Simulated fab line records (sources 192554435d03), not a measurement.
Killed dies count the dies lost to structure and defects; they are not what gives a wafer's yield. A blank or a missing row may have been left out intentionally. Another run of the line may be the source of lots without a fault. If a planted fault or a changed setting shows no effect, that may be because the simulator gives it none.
fab line records ; flow n5_finfet
[record] lots = 12; wafers = 36; last_day = 19
route steps=1938 shown BEOL_M11@1578 PASSIVATION@1906
lots that met no fault: from a run of the same line without faults
start_h: start of the lot's first displayed wafer, in hours after the record's first day ; wait_h: how many hours have passed since the lot's step before this one ; " repeats the value in the row above ; L1.1+2: several wafers, shown together as one row ; - no value present, or no start provided ; * or withheld: withheld ; < > ~ a bound
route shown NAME@n: NAME is a module with steps in the file, n the number in the route of the first one ; usual: average and standard deviation across the fault-free wafers ; same: alike in all rows ; chamber/n: place in a boat ; sites: readings site by site ; _std_site: their standard deviation ; _edge_site: the outer-site mean with the inner-site mean subtracted ; radius_mm: how far each site lies from the wafer's centre ; mask NAME#n: copy n ; behind: the last tool/chamber to shape the wafer ; hold: why the lot went on hold/how many hours it stayed there/how the hold came to an end ; device: the n, p or np transistor that did not switch ; end of line: the tests these same wafers got at the end of their route ; where a step has no rows: the recipe by itself ; killed: count of dies lost to structure and defects at first sort (not the wafer's yield) ; map: a wafer's dies, x killed, . not, _ none there
set.NAME: the run value of the setting; set.NAME@STEP: its run value at that earlier step ; model.NAME: the simulator's own value behind a step, which no gauge read
route steps across a sampled set of lots; one table per step, one row per wafer
services: a tool's chamber out of use, with start hour (start_h, from the record's first day; less than 0 if before it), hours out, and reason
[[steps]]
[step N5_BEOL_M11_TRENCH_ETCH_37]
[recipe] chemistry = C4F6/O2; target_depth_a = 1488.3; target = SiCOH_lowk; time_s = 48; ion_energy_ev = 250; pressure_mtorr = 30; source_w = 345; bias_w = 185; Ar_flow_sccm = 300; C4F6_flow_sccm = 10; O2_flow_sccm = 10
[usual] drypump_motor_current_A = 5.5/0.54; oes_product_au = 0.77/0.082; rf_vpp_V = 668/10; showerhead_plenum_p_Torr = 2.84/0.098; throttle_valve_pct = 21.04/0.27
lot.wafer;tool;chamber;start_h;wait_h;drypump_motor_current_A;oes_product_au;rf_hours_counter_h;rf_vpp_V;showerhead_plenum_p_Torr;throttle_valve_pct
L762.1;rie_diel-05;2;247.54;-;5.0;0.92;32;677;3.01;21.02
L762.4;rie_diel-05;1;247.54;-;5.6;0.83;73;673;3.01;21.17
L762.6;rie_diel-05;2;247.54;-;5.0;0.91;-;678;3.00;20.99
L760.2;rie_diel-03;1;257.34;-;6.1;0.70;188;659;2.83;21.13
L760.4;rie_diel-03;2;257.34;-;6.1;0.96;7;684;2.90;20.52
L760.6;rie_diel-03;0;257.34;-;4.9;0.74;-;669;2.72;21.23
L763.2;rie_diel-04;0;265.48;-;5.3;0.72;178;679;2.82;20.67
L763.4;rie_diel-04;3;265.48;-;4.9;0.73;188;678;2.93;21.06
L763.6;rie_diel-04;1;265.48;-;4.9;0.72;-;675;2.95;21.43
L765.1;rie_diel-04;3;285.98;-;4.9;0.73;195;679;2.92;21.07
L765.3;rie_diel-04;0;285.98;-;5.3;0.72;185;679;2.82;20.67
L765.5;rie_diel-04;3;285.98;-;4.9;0.73;-;681;2.92;21.08
L764.2;rie_diel-04;3;293.35;-;4.9;0.72;197;678;2.92;21.08
L764.3;rie_diel-04;0;293.35;-;5.3;0.71;186;677;2.82;20.67
L764.5;rie_diel-04;2;293.35;-;5.1;0.69;-;650;2.70;20.98
L770.2;rie_diel-03;3;316.36;-;6.3;0.88;46;655;2.81;21.30
L770.5;rie_diel-03;0;316.36;-;4.9;0.73;-;666;2.71;21.25
L770.6;rie_diel-03;1;316.36;-;6.1;0.68;-;661;2.82;21.15
L771.1;rie_diel-04;2;327.10;-;5.1;0.68;236;650;2.70;20.98
L771.3;rie_diel-04;0;327.10;-;5.3;0.71;198;678;2.82;20.68
L771.5;rie_diel-04;2;327.10;-;5.1;0.68;-;650;2.70;21.00
L776.2;rie_diel-03;3;341.69;-;6.3;0.87;54;655;2.81;21.31
L776.5;rie_diel-03;0;341.69;-;4.9;0.73;-;667;2.71;21.27
L776.6;rie_diel-03;3;341.69;-;6.3;0.87;-;654;2.81;21.31
L778.2;rie_diel-05;1;364.79;-;5.6;0.79;108;671;2.99;21.21
L778.3;rie_diel-05;2;364.79;-;5.0;0.86;66;677;2.99;21.05
L778.4;rie_diel-05;3;364.79;-;6.1;0.81;83;667;2.76;20.66
L779.3;rie_diel-03;2;381.91;-;6.2;0.87;48;682;2.88;20.58
L779.5;rie_diel-03;1;381.91;-;6.1;0.68;-;659;2.81;21.17
L779.6;rie_diel-03;0;381.91;-;4.9;0.71;-;667;2.70;21.29
L781.1;rie_diel-03;0;385.51;-;4.9;0.71;223;664;2.70;21.29
L781.2;rie_diel-03;1;385.51;-;6.0;0.67;227;660;2.81;21.19
L781.5;rie_diel-03;0;385.51;-;4.9;0.72;-;667;2.70;21.30
L782.3;rie_diel-04;0;401.91;-;5.3;0.68;221;677;2.80;20.73
L782.4;rie_diel-04;3;401.91;-;4.9;0.70;226;679;2.91;21.12
L782.5;rie_diel-04;0;401.91;-;5.3;0.69;-;677;2.80;20.74
[step N5_PASSIVATION_OVL_MEAS_63]
[recipe] points_per_wafer = 44
[usual] PAD_OVL = 0/5.2
lot.wafer;tool;chamber;start_h;wait_h;PAD_OVL[nm]
L762.1;overlay-02;0;285.18;0.0;9
L762.4;overlay-02;0;285.18;0.0;12
L762.6;overlay-02;0;285.18;0.0;11
L760.2;overlay-01;0;294.89;0.0;-5
L760.4;overlay-01;0;294.89;0.0;-3
L760.6;overlay-01;0;294.89;0.0;-14
L763.2;overlay-02;0;303.14;0.0;2
L763.4;overlay-02;0;303.14;0.0;0
L763.6;overlay-02;0;303.14;0.0;1
L765.1;overlay-01;0;320.79;0.0;-4
L765.3;overlay-01;0;320.79;0.0;-6
L765.5;overlay-01;0;320.79;0.0;-5
L764.2;overlay-01;0;325.57;0.0;-8
L764.3;overlay-01;0;325.57;0.0;-3
L764.5;overlay-01;0;325.57;0.0;-1
L770.2;overlay-01;0;360.02;0.0;4
L770.5;overlay-01;0;360.02;0.0;2
L770.6;overlay-01;0;360.02;0.0;-3
L771.1;overlay-01;0;363.81;0.0;-8
L771.3;overlay-01;0;363.81;0.0;-7
L771.5;overlay-01;0;363.81;0.0;-5
L776.2;overlay-02;0;375.64;0.0;1
L776.5;overlay-02;0;375.64;0.0;-1
L776.6;overlay-02;0;375.64;0.0;-6
L778.2;overlay-01;0;400.19;0.0;9
L778.3;overlay-01;0;400.19;0.0;-3
L778.4;overlay-01;0;400.19;0.0;7
L781.1;overlay-02;0;423.91;0.0;1
L781.2;overlay-02;0;423.91;0.0;8
L781.5;overlay-02;0;423.91;0.0;8
L779.3;overlay-01;0;424.48;0.0;-3
L779.5;overlay-01;0;424.48;0.0;-3
L779.6;overlay-01;0;424.48;0.0;-1
L782.3;overlay-01;0;443.07;0.0;-3
L782.4;overlay-01;0;443.07;0.0;-9
L782.5;overlay-01;0;443.07;0.0;-6
[step N5_PASSIVATION_DESCUM_46]
[recipe] chemistry = O2; time_s = 7.9; source_power_w = 50; bias_power_w = 20; pressure_mtorr = 20; rf_frequency_hz = 2.712e+07; temp_c = 40; o2_flow_sccm = 225
[usual] drypump_motor_current_A = 5.6/0.32; oes_product_au = 0.77/0.085; rf_vpp_V = 242.9/1.2; showerhead_plenum_p_Torr = 2.08/0.066; throttle_valve_pct = 20.57/0.22
lot.wafer;tool;chamber;start_h;wait_h;drypump_motor_current_A;oes_product_au;rf_hours_counter_h;rf_vpp_V;showerhead_plenum_p_Torr;throttle_valve_pct
L762.1;rie_diel-02;1;287.20;0.0;5.3;0.74;179;242.0;2.10;20.59
L762.4;rie_diel-02;3;287.20;0.0;5.1;0.71;218;243.6;2.17;21.03
L762.6;rie_diel-02;0;287.20;0.0;6.1;0.74;-;240.8;1.99;20.32
L760.2;rie_diel-01;2;296.90;0.1;5.7;0.76;139;242.1;2.10;20.66
L760.4;rie_diel-01;3;296.90;0.1;5.7;0.71;226;242.5;2.06;20.65
L760.6;rie_diel-01;3;296.90;0.1;5.7;0.72;-;244.7;2.06;20.64
L763.2;rie_diel-06;3;305.06;0.0;5.9;0.72;215;241.2;1.98;20.56
L763.4;rie_diel-06;1;305.06;0.0;5.2;0.90;42;243.0;2.03;20.21
L763.6;rie_diel-06;1;305.06;0.0;5.2;0.90;-;243.2;2.03;20.20
L765.1;rie_diel-01;3;322.68;0.1;5.7;0.71;235;243.7;2.05;20.65
L765.3;rie_diel-01;2;322.68;0.1;5.6;0.76;146;245.0;2.10;20.68
L765.5;rie_diel-01;1;322.68;0.1;5.8;0.83;-;243.9;2.10;20.34
L764.2;rie_diel-01;1;327.86;0.3;5.7;0.83;79;243.1;2.10;20.34
L764.3;rie_diel-01;3;327.86;0.3;5.7;0.71;236;243.1;2.05;20.66
L764.5;rie_diel-01;1;327.86;0.3;5.7;0.83;-;243.1;2.10;20.33
L770.2;rie_diel-06;1;361.98;0.0;5.2;0.86;64;241.3;2.02;20.24
L770.5;rie_diel-06;3;361.98;0.0;5.9;0.70;-;241.0;1.97;20.58
L770.6;rie_diel-06;2;361.98;0.0;5.1;0.66;-;243.2;2.12;20.52
L771.1;rie_diel-06;3;365.79;0.0;5.9;0.71;240;242.5;1.97;20.59
L771.3;rie_diel-06;1;365.79;0.0;5.2;0.86;66;241.6;2.02;20.25
L771.5;rie_diel-06;2;365.79;0.0;5.1;0.65;-;244.2;2.12;20.51
L776.2;rie_diel-01;1;377.57;0.1;5.7;0.81;98;243.9;2.10;20.36
L776.5;rie_diel-01;1;377.57;0.1;5.7;0.81;-;245.0;2.10;20.36
L776.6;rie_diel-01;2;377.57;0.1;5.7;0.74;-;241.3;2.09;20.71
L778.2;rie_diel-02;0;409.05;0.0;6.1;0.71;241;242.1;1.98;20.41
L778.3;rie_diel-02;2;409.05;0.0;5.3;0.94;19;245.7;2.23;20.68
L778.4;rie_diel-02;0;409.05;0.0;6.1;0.70;-;240.5;1.98;20.40
L781.1;rie_diel-06;1;425.91;0.0;5.2;0.82;92;241.7;2.01;20.28
L781.2;rie_diel-06;3;425.91;0.0;5.9;0.96;6;246.0;2.23;20.27
L781.5;rie_diel-06;3;425.91;0.0;5.9;0.97;-;245.6;2.23;20.27
L779.3;rie_diel-01;0;426.43;0.0;5.7;0.75;161;243.1;2.09;20.65
L779.5;rie_diel-01;1;426.43;0.0;5.8;0.79;-;244.3;2.09;20.38
L779.6;rie_diel-01;0;426.43;0.0;5.7;0.74;-;243.0;2.08;20.64
L782.3;rie_diel-01;3;445.18;0.1;5.7;0.91;23;241.1;2.04;20.35
L782.4;rie_diel-01;0;445.18;0.1;5.8;0.74;167;243.6;2.08;20.65
L782.5;rie_diel-01;0;445.18;0.1;5.8;0.73;-;242.8;2.08;20.67
[step N5_PASSIVATION_PROBE_49]
[usual] defect_limited_yield = 91.4/1.5; killed_at_M0_to_M3 = 35/12; killed_at_M4_up = 13/5.8; killed_at_contacts = 12/5.5; killed_at_front_end = 36/9.9; killed_at_other = 4/3.7; killed_dies = 101/18; killed_open = 66/13; killed_short = 33/8; sort_bin_4_leakage = 0.00/0.016; sort_bin_5_function = 5.0/1; sort_bin_6_memory = 3.2/0.67; sort_n_pass = 1079/18; sort_yield_pct = 91.4/1.5
[same] gross_dies = 1180; killed_at_back_side = 0; sort_bin_8_speed[%] = 0
lot.wafer;tool;chamber;start_h;wait_h;defect_limited_yield[%];killed_at_M0_to_M3;killed_at_M4_up;killed_at_contacts;killed_at_front_end;killed_at_other;killed_dies;killed_open;killed_short;sort_bin_4_leakage[%];sort_bin_5_function[%];sort_bin_6_memory[%];sort_n_pass;sort_yield_pct[%]
L763.2;prober-02;-;308.15;0.1;93.6;26;8;7;32;2;75;45;29;0;4.0;2.1;1105;93.6
L763.4;prober-02;-;308.25;0.2;91.9;34;12;7;41;1;95;53;41;0;4.7;2.8;1085;91.9
L763.6;prober-02;-;308.35;0.3;91.6;29;15;14;36;5;99;61;36;0;5.0;3.1;1081;91.6
L765.1;prober-02;-;325.76;0.0;91.8;20;17;7;48;5;97;73;17;0;4.9;2.5;1083;91.8
L765.3;prober-02;-;325.86;0.1;91.9;19;10;7;50;10;96;73;19;0;5.6;2.4;1084;91.9
L765.5;prober-02;-;325.96;0.2;91.1;29;10;5;58;3;105;69;27;0;4.8;3.1;1075;91.1
L764.2;prober-01;-;330.95;0.1;84.2;40;80;20;38;9;187;77;39;0;10.2;4.1;993;84.2
L764.3;prober-01;-;331.00;0.1;83.1;23;127;17;30;2;199;56;26;0;11.0;4.0;981;83.1
L764.5;prober-01;-;331.10;0.2;81.9;44;124;8;35;2;213;57;42;0;11.4;4.4;967;81.9
L771.1;prober-01;-;368.84;0.0;84.1;24;126;6;31;1;188;45;25;0;11.0;2.9;992;84.1
L771.3;prober-01;-;368.94;0.1;84.2;21;129;3;29;4;186;55;17;0;11.2;2.8;994;84.2
L771.5;prober-01;-;369.04;0.2;83.0;23;134;5;36;3;201;51;24;0.17;10.8;4.1;977;82.8
L779.3;prober-02;-;429.58;0.1;93.4;25;12;8;32;1;78;43;32;0;3.5;3.1;1102;93.4
L779.5;prober-02;-;429.68;0.2;93.2;20;7;10;36;7;80;52;26;0;3.9;2.9;1100;93.2
L779.6;prober-02;-;429.73;0.3;91.4;38;13;11;39;1;102;67;34;0;4.4;3.7;1078;91.4
// killed by level:class
L763.2 GATE_CUT:geometric_particle:short=7 BEOL_M0_SAQP:geometric_particle:open=7 BEOL_M0_SAQP:geometric_particle:short=6 STARTING-WAFER:geometric_particle:short=6 STI_FIN_REVEAL:geometric_particle:open=4 MOL_CONTACT_COAG:geometric_particle:open=4 BEOL_M2:geometric_particle:open=4 BEOL_M3:geometric_particle:open=4
L763.4 FIN_SAQP:geometric_particle:short=11 BEOL_M3:geometric_particle:open=9 BEOL_M0_SAQP:geometric_particle:open=7 STARTING-WAFER:geometric_particle:short=6 BEOL_M0_SAQP:geometric_particle:short=5 FIN_SAQP:geometric_particle:open=4 MOL_CONTACT_COAG:geometric_particle:open=4 BEOL_M2:geometric_particle:open=4
L763.6 MOL_CONTACT_COAG:geometric_particle:open=11 GATE_CUT:geometric_particle:short=9 BEOL_M0_SAQP:geometric_particle:short=8 FIN_SAQP:geometric_particle:open=7 FIN_SAQP:geometric_particle:short=6 STI_FIN_REVEAL:geometric_particle:open=6 BEOL_M2:geometric_particle:open=6 BEOL_M1:geometric_particle:open=4
L765.1 STI_FIN_REVEAL:geometric_particle:open=19 BEOL_M3:geometric_particle:open=10 BEOL_M4:geometric_particle:open=8 HKMG_FIN:area_etch=7 MOL_CONTACT_COAG:geometric_particle:open=6 DUMMY_GATE:geometric_particle:open=5 FIN_SAQP:geometric_particle:open=4 PASS1_DEP:geometric_particle:open=4
L765.3 STI_FIN_REVEAL:geometric_particle:open=19 DUMMY_GATE:geometric_particle:open=8 BEOL_M0_SAQP:geometric_particle:open=8 MOL_CONTACT_COAG:geometric_particle:open=7 FIN_SAQP:geometric_particle:open=6 BEOL_M3:geometric_particle:open=4 BEOL_M4:geometric_particle:open=4 ILD0:geometric_particle:open=3
L765.5 STI_FIN_REVEAL:geometric_particle:open=16 BEOL_M3:geometric_particle:open=14 HKMG_FIN:area_etch=9 FIN_SAQP:geometric_particle:short=6 BEOL_M0_SAQP:geometric_particle:open=6 FIN_SAQP:geometric_particle:open=5 MOL_CONTACT_COAG:geometric_particle:open=5 DUMMY_GATE:geometric_particle:open=4
L764.2 BEOL_M11:unspecified=71 MOL_CONTACT_COAG:geometric_particle:open=15 BEOL_M0_SAQP:geometric_particle:short=10 BEOL_M2:geometric_particle:open=10 FIN_SAQP:geometric_particle:open=8 FIN_SAQP:geometric_particle:short=7 BEOL_M0_SAQP:geometric_particle:open=7 DUMMY_GATE:geometric_particle:open=6
L764.3 BEOL_M11:unspecified=116 MOL_CONTACT_COAG:geometric_particle:open=14 FIN_SAQP:geometric_particle:short=7 BEOL_M0_SAQP:geometric_particle:short=7 BEOL_M0_SAQP:geometric_particle:open=7 STI_FIN_REVEAL:geometric_particle:open=6 BEOL_M4:geometric_particle:open=5 FIN_SAQP:geometric_particle:open=4
L764.5 BEOL_M11:unspecified=110 BEOL_M0_SAQP:geometric_particle:short=15 BEOL_M0_SAQP:geometric_particle:open=12 FIN_SAQP:geometric_particle:open=8 BEOL_M4:geometric_particle:open=7 BEOL_M3:geometric_particle:short=6 FIN_SAQP:geometric_particle:short=5 MOL_CONTACT_COAG:geometric_particle:open=5
L771.1 BEOL_M11:unspecified=114 SPACER0:geometric_particle:short=6 MOL_CONTACT_COAG:geometric_particle:open=6 BEOL_M0_SAQP:geometric_particle:open=6 BEOL_M1:geometric_particle:open=6 GATE_CUT:geometric_particle:short=4 STARTING-WAFER:geometric_particle:open=4 BEOL_M3:geometric_particle:open=3
L771.3 BEOL_M11:unspecified=114 BEOL_M3:geometric_particle:open=9 SPACER0:geometric_particle:short=4 SPACER0:geometric_particle:open=4 GATE_CUT:geometric_particle:open=4 BEOL_M0:geometric_particle:open=4 BEOL_M2:geometric_particle:open=4 BEOL_M8:geometric_particle:open=4
L771.5 BEOL_M11:unspecified=126 BEOL_M0_SAQP:geometric_particle:open=6 BEOL_M2:geometric_particle:open=6 SPACER0:geometric_particle:open=5 FIN_SAQP:geometric_particle:short=4 DUMMY_GATE:geometric_particle:open=4 MOL_CONTACT_COAG:geometric_particle:open=4 BEOL_M1:geometric_particle:open=4
L779.3 MOL_CONTACT_COAG:geometric_particle:open=8 STI_FIN_REVEAL:geometric_particle:open=6 FIN_SAQP:geometric_particle:short=5 BEOL_M0_SAQP:geometric_particle:short=5 BEOL_M0_SAQP:geometric_particle:open=5 FIN_SAQP:geometric_particle:open=4 STI_FIN_REVEAL:geometric_particle:short=3 ILD0:geometric_particle:short=3
L779.5 FIN_SAQP:geometric_particle:open=14 BEOL_M0_SAQP:geometric_particle:open=8 MOL_CONTACT_COAG:geometric_particle:open=7 STARTING-WAFER:geometric_particle:open=6 BEOL_M0_SAQP:geometric_particle:short=5 FIN_SAQP:geometric_particle:short=4 STI_FIN_REVEAL:geometric_particle:open=4 MOL_CONTACT_COAG:geometric_particle:short=3
L779.6 BEOL_M0_SAQP:geometric_particle:short=16 STI_FIN_REVEAL:geometric_particle:open=10 FIN_SAQP:geometric_particle:open=9 BEOL_M0_SAQP:geometric_particle:open=9 FIN_SAQP:geometric_particle:short=8 MOL_CONTACT_COAG:geometric_particle:open=8 BEOL_M4:geometric_particle:open=6 DUMMY_GATE:geometric_particle:open=4
[[services]]
tool;chamber;start_h;hours;kind
rie_diel-06;2;229.79;1.7;repair
rie_diel-05;3;251.62;3.5;repair
rie_diel-03;-;253.91;0.7;repair
rie_diel-04;3;309.13;11.7;repair
rie_diel-02;2;312.22;9.2;repair
rie_diel-06;0;324.90;17.4;repair
rie_diel-04;1;326.22;4.5;repair
rie_diel-06;3;332.84;3.2;repair
rie_diel-04;3;358.52;5.5;repair
rie_diel-01;3;367.73;-;clean
rie_diel-01;3;367.73;-;consumable_replace:focus_ring
rie_diel-01;3;367.73;15.3;scheduled_down
rie_diel-01;3;367.73;15.3;vent_cycle
rie_diel-02;1;370.46;5.3;repair
rie_diel-04;2;371.62;-;clean
rie_diel-04;2;371.62;-;consumable_replace:focus_ring
rie_diel-04;2;371.62;-;consumable_replace:showerhead
rie_diel-04;2;371.62;24.5;scheduled_down
rie_diel-04;2;371.62;24.5;vent_cycle
rie_diel-02;1;395.15;19.8;repair
rie_diel-01;0;400.75;3.4;repair
rie_diel-01;1;418.16;1.6;repair
rie_diel-02;2;442.12;2.3;repair
rie_diel-05;-;442.44;0.6;repair
[[key]]
[first_sign] step = N5_PASSIVATION_PROBE_49; reading = killed_at_M4_up; direction = up; sigmas = 18; usual = 13; struck = 120
[effect] step = N5_PASSIVATION_PROBE_49; reading = defect_limited_yield; direction = down; sigmas = 5.3; usual = 91.4; struck = 83.4
[more_kills_born_at] N5_BEOL_M11_TRENCH_ETCH_37@rie_diel-04 = 651
met_at N5_BEOL_M11_TRENCH_ETCH_37
struck_lots L764,L771
not_acting_at N5_PASSIVATION_OVL_MEAS_63,N5_PASSIVATION_DESCUM_46
onset_between 285.98 293.35
[fault] kind = chamber_particle_source; tool = rie_diel-04; chamber = -; onset_h = 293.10; steps = N5_BEOL_M11_TRENCH_ETCH_37; rate_per_visit_cm2 = 0.72424; end_h = 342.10
